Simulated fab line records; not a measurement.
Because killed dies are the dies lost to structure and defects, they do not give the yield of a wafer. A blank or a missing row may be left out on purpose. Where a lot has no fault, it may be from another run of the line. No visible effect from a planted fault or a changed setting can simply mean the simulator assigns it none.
Struck lot and sound lot, side by side :: flow n5Finfet :: 41 out of 1938 route steps
Sound: wafers L800.3, L800.4, L800.6. Struck: wafers L796.2, L796.3. The cause comes at the end.
Per side, at each step with rows, come the tool, then ch with its chambers, and then its first start. Under that, the readings that differ: sound wafers :: struck wafers :: difference of the means :: sigmas: that difference in standard deviations of wafers without a fault.
alike: same words and numbers on both sides, and readings whose means sit less than 2 such deviations apart. not compared: any withheld reading, any reading some wafer has no value for, any bound like >300 that may hide the same value, and any number with overlapping values for which the record gives no deviation.
The two part at a step that has a row with sigmas, a row that says differs or no value, or rows on one side only. Non-overlapping numbers with no deviation appear without sigmas and do not part them. A reading missing from all wafers of one side parts the sides only when that side holds two or more wafers.

first, 10 steps without rows for these wafers: N5_HKMG_FIN_CMP_23 (polishes, stops on SiNx, t overpolish 10 s, target thk 46.326 nm); N5_HKMG_FIN_CMP_94 (polishes, stops on SiNx, t overpolish 4.7 s, target thk 43.299 nm); N5_GATE_CUT_ETCHBACK_00 (etches W in SF6/Cl2); N5_GATE_CUT_ETCH_56 (etches TiN in Cl2/Ar, target depth 21.6 nm); N5_GATE_CUT_ETCHBACK_30 (etches TiN in Cl2/Ar, target depth 3 nm); N5_GATE_CUT_VAPOR_ETCH_60 (etches HfO2 in BCl3/Cl2); N5_GATE_CUT_ETCH_58 (etches SiNx in CH3F/O2, target depth 17 nm, time 128.6 s); N5_GATE_CUT_STRIP_59 (strips in N2/H2, time 20 s); N5_GATE_CUT_PRECLEAN_31 (cleans in DIW, time 300 s); N5_GATE_CUT_SRD_32 (time 30 s).
N5_GATE_CUT_SAC_CAP_01: material SiNx, target thk 24 nm, pulse time 1 s, ald cycles 480.
  sound on aldSin-04 ch 0,1,2, day 10 03:04; struck on aldSin-01 ch 0,1, day 8 20:17
reading: aldCycles
sound: 480 480 480
struck: 742 742
difference: +262
sigmas: 

reading: model.SiNx_of_GATE_CUT_SAC_CAP_01.thkNm (nm)
sound: 24 23.8 23.8
struck: 37.2 37
difference: +13.2
sigmas: 
  alike: heaterPowerW, precursorPulseHeightRel, susceptorTempC
then, 21 steps without rows for these wafers: N5_GATE_CUT_PECVD_57 (deposits SiNx from SiH4/NH3/N2, target thk 21 nm); N5_GATE_CUT_CMP_02 (polishes, stops on SiO2, t overpolish 12.7 s, target thk 0 nm); N5_GATE_CUT_HM_DEP_46 (deposits SiO2 from TEOS/O2, target thk 130 nm, time 26.6 s); N5_GATE_CUT_COAT_34 (time 60 s, resist thk 60 nm); N5_GATE_CUT_COAT_35 (time 60 s, resist thk 10 nm); N5_GATE_CUT_COAT_27 (time 60 s, resist thk 10 nm); N5_GATE_CUT_COAT_07 (resist thk 30 nm); N5_GATE_CUT_EBR_09; N5_GATE_CUT_SOFTBAKE_08 (time 60 s); N5_GATE_CUT_EXPOSE_10 (exposes mask GATE CUT, target cd 20 nm); N5_GATE_CUT_PEB_11 (peb time 60 s); N5_GATE_CUT_DEVELOP_12 (develop time 30 s); N5_GATE_CUT_DESCUM_18 (chemistry O2, time 7 s); N5_GATE_CUT_ETCH_28 (etches underlayer in N2/H2, target depth 13 nm, time 10.4 s); N5_GATE_CUT_ETCH_36 (etches SiARC in CF4, target depth 13 nm, time 21.7 s); N5_GATE_CUT_ETCH_37 (etches SOC in N2/H2, target depth 60 nm, overetch 12 nm, time 90 s); N5_GATE_CUT_STRIP_38 (strips in N2/H2); N5_GATE_CUT_STRIP_39 (strips in N2/H2); N5_GATE_CUT_HM_OPEN_40 (chemistry C4F6/O2, target SiO2, target depth 139 nm, time 85.1 s); N5_GATE_CUT_STRIP_41 (strips in CF4); N5_GATE_CUT_STRIP_42 (strips in O2).
N5_GATE_CUT_ETCH_19: etches SiNx in CH3F/O2, target depth 53.7 nm, time 76.7 s.
  sound on rieDiel-01 ch 0,1,3, day 10 06:36; struck on rieDiel-03 ch 0,1, day 8 23:37
reading: etchRfOnTimeS (s)
sound: 78.5 73.4 78.0
struck: 62.0 61.8
difference: -14.7
sigmas: -9
  alike: CH3F_flow_sccm, drypumpMotorCurrentA, oesProductAu, rfVppV, showerheadPlenumPTorr, throttleValvePct
  not compared: rfHoursCounterH
then, 3 steps without rows for these wafers: N5_GATE_CUT_CUT_ETCH_53 (etches W in SF6/Cl2, target depth 79.2 nm); N5_GATE_CUT_CUT_ETCH_54 (etches TiN in Cl2/BCl3, target depth 96.7 nm); N5_GATE_CUT_CUT_ETCH_55 (etches HfO2 in BCl3, target depth 3.2 nm).
N5_MOL_CONTACT_COAG_CMP_28: polishes, stops on SiNx, t overpolish 0.85 s, target thk 14.522 nm.
  sound on cmp-04 ch 2,3, day 10 17:50; struck on cmp-04 ch 2,3, day 9 11:08
reading: model.SiNx_of_GATE_CUT_SAC_CAP_01.thkNm (nm)
sound: 17.8 17.8 17.8
struck: 27.8 27.6
difference: +9.9
sigmas: 
  alike: motorCurrentA, timeToEndpointS
N5_MOL_CONTACT_COAG_THK_MEAS_29:
  sound on filmMetro-01, day 10 18:06; struck on filmMetro-02, day 9 11:26
reading: MD_CAP_THK (nm)
sound: 17.91 17.71 17.77
struck: 27.77 27.68
difference: +9.93
sigmas: +90
N5_MOL_CONTACT_COAG_ETCH_47: etches SiNx in CH3F/O2, stops on W, target depth 27 nm.
  sound on rieDiel-06 ch 1,2,3, day 10 19:44; struck on rieDiel-06 ch 1,2, day 9 13:38
reading: etchRfOnTimeS (s)
sound: 30.8 30.9 29.7
struck: 50.7 47.1
difference: +18.4
sigmas: +27

reading: model.etch.tClearS (s)
sound: 25.67 25.77 24.72
struck: 42.28 39.27
difference: +15.39
sigmas: 

reading: model.MOL_CONTACT_COAG.featureDepthNm (nm)
sound: 18.4 18.4 18.4
struck: 28.6 28.6
difference: +10.2
sigmas: 

reading: model.etch.depthNm (nm)
sound: 17.88 17.75 17.79
struck: 27.8 27.63
difference: +9.9
sigmas: 
  alike: CH3F_flow_sccm, drypumpMotorCurrentA, oesProductAu, rfVppV, showerheadPlenumPTorr, throttleValvePct
  not compared: rfHoursCounterH
-- the record jumps here: 3 days lie between the struck wafers' starts before and after (it left off in module MOL_CONTACT_COAG and takes up again in module BEOL_M4, whose first step shown is number 1111 of the route) --
N5_BEOL_M4_RC_MEAS_101:
  sound on prober-01 ch 0, day 13 21:56; struck on prober-01 ch 0, day 12 16:43
reading: IOFF_P (nA/um)
sound: 0.21 0.16 0.17
struck: 0.38 0.24
difference: +0.13
sigmas: +3

reading: ION_P (uA/um)
sound: 458 443 448
struck: 473 472
difference: +23
sigmas: +2

reading: VT_P (mV)
sound: -254 -257 -257
struck: -241 -246
difference: +12
sigmas: +3
  alike: DIBL_N, DIBL_P, IOFF_N, ION_N, SS_N, SS_P, VT_N
-- here the record skips 5 days between the struck wafers' starts before and after, leaving off in module BEOL_M4 and picking up in module PASSIVATION (first step shown: number 1936 of the route) --
N5_PASSIVATION_PROBE_49:
  sound on prober-01, day 18 11:02; struck on prober-02, day 17 11:34
reading: killed_at_M0_to_M3
sound: 20 32 28
struck: 47
difference: +20
sigmas: +2

reading: killed_at_M4_up
sound: 21 15 32
struck: 9
difference: -14
sigmas: -2
  alike: defectLimitedYield, killedAtContacts, killedAtFrontEnd, killedAtOther, killedDies, killedOpen, killedShort, sort_bin_4_leakage, sort_bin_5_function, sort_bin_6_memory, sort_bin_8_speed, sortNPass, sortYieldPct

## WHERE THEY PART
Earliest at N5_GATE_CUT_ETCH_19; latest, in this record, at N5_PASSIVATION_PROBE_49.

WHY: the cause the simulator had injected
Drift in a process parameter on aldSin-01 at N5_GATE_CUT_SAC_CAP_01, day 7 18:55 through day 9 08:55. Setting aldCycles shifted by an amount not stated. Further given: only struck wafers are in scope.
